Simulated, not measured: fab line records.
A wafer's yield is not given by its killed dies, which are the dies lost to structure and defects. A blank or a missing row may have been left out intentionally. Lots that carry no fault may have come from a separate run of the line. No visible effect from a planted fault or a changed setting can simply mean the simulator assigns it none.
Matching of chambers ; flow nand_harc ; rie_diel-09 running NHARC_A_STAIRCASE_TRIM_196: 4 sister chambers
The step chemistry O2, time 211.2 s. 4 wafers are shown with their chamber, then 8 later ones without.

WAFERS PAIRED WITH THEIR CHAMBERS
wafer;chamber;drypump_motor_current_A (A)
L468.3;2;4.9
L472.2;0;5.0
L472.5;1;4.9
L475.1;3;5.6

WAFERS WHOSE CHAMBER IS MISSING
wafer;drypump_motor_current_A (A)
L475.2;4.9
L475.4;4.9
L483.1;4.9
L483.4;4.9
L483.6;5.1
L485.1;5.1
L485.3;5.5
L485.4;4.9

EACH ONE'S CHAMBER
wafer;from the rows above;in truth
L475.2;can't be placed: 1 or 2 or 0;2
L475.4;can't be placed: 1 or 2 or 0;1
L483.1;can't be placed: 1 or 2 or 0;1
L483.4;can't be placed: 1 or 2 or 0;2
L483.6;can't be placed: 0 or 1 or 2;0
L485.1;can't be placed: 0 or 1 or 2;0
L485.3;3;3
L485.4;can't be placed: 1 or 2 or 0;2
Placed correctly: 1 of 8. Can't be placed from these rows: 7 (the true chamber is among the candidates in 7). 0 placed wrongly.
How it was worked out, from the rows above alone: a wafer's distance from a chamber is the root of the sum, over the readings, of the square of ((its reading less the chamber's mean) divided by the reading's scatter). If the next closest chamber is less than 2 further off than the closest, the wafer can't be placed; otherwise it belongs to the closest. The mean given for a chamber averages the wafers shown for that chamber. The scatter: root of mean squared gap, hidden wafer to nearest shown wafer, with one shown wafer a chamber.
